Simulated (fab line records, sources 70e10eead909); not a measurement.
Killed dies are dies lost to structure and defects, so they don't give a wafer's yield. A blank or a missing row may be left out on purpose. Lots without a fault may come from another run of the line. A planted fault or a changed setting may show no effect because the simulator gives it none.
Chamber matching | flow nand_harc | NHARC_A_STAIRCASE_DESCUM_252 on rie_diel-10: 4 sister chambers
The step chemistry O2, time 3 s. 8 wafers are shown with their chamber, then 7 later ones without.

WAFERS WITH THEIR CHAMBER
wafer  | chamber | drypump_motor_current_A (A) | showerhead_plenum_p_Torr (Torr)
L076.3 | 1       | 5.1                         | 1.97
L082.4 | 1       | 5.1                         | 1.97
L082.5 | 0       | 5.3                         | 1.92
L084.2 | 2       | 5.3                         | 1.87
L089.1 | 2       | 5.3                         | 1.87
L089.5 | 3       | 6.2                         | 1.78
L095.2 | 0       | 5.4                         | 1.91
L095.5 | 3       | 6.2                         | 2.08

WAFERS WITHOUT THEIR CHAMBER
wafer  | drypump_motor_current_A (A) | showerhead_plenum_p_Torr (Torr)
L095.6 | 5.3                         | 1.91
L096.3 | 5.3                         | 1.91
L096.5 | 5.3                         | 1.86
L096.6 | 6.2                         | 2.07
L097.1 | 5.3                         | 1.91
L097.2 | 6.1                         | 2.07
L097.4 | 5.1                         | 1.96

WHICH CHAMBER EACH WENT THROUGH
wafer  | from the rows above     | in truth
L095.6 | can't be placed: 2 or 0 | 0
L096.3 | can't be placed: 2 or 0 | 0
L096.5 | can't be placed: 2 or 0 | 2
L096.6 | 3                       | 3
L097.1 | can't be placed: 2 or 0 | 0
L097.2 | 3                       | 3
L097.4 | 1                       | 1
Placed correctly: 3 of 7. Can't be placed from these rows: 4 (the true chamber is among the candidates in 4). Placed wrongly: 0.
How it was worked out, from the rows above alone: a wafer's distance from a chamber is the root of the sum, over the readings, of the square of ((its reading less the chamber's mean) divided by the reading's scatter). The wafer belongs to the nearest chamber; if the next one is less than 2 further off, it can't be placed. A chamber's mean is the mean of its shown wafers. The scatter: the root of (the sum of the squares of (reading less its chamber's mean) over the shown wafers, divided by (wafers less chambers)).
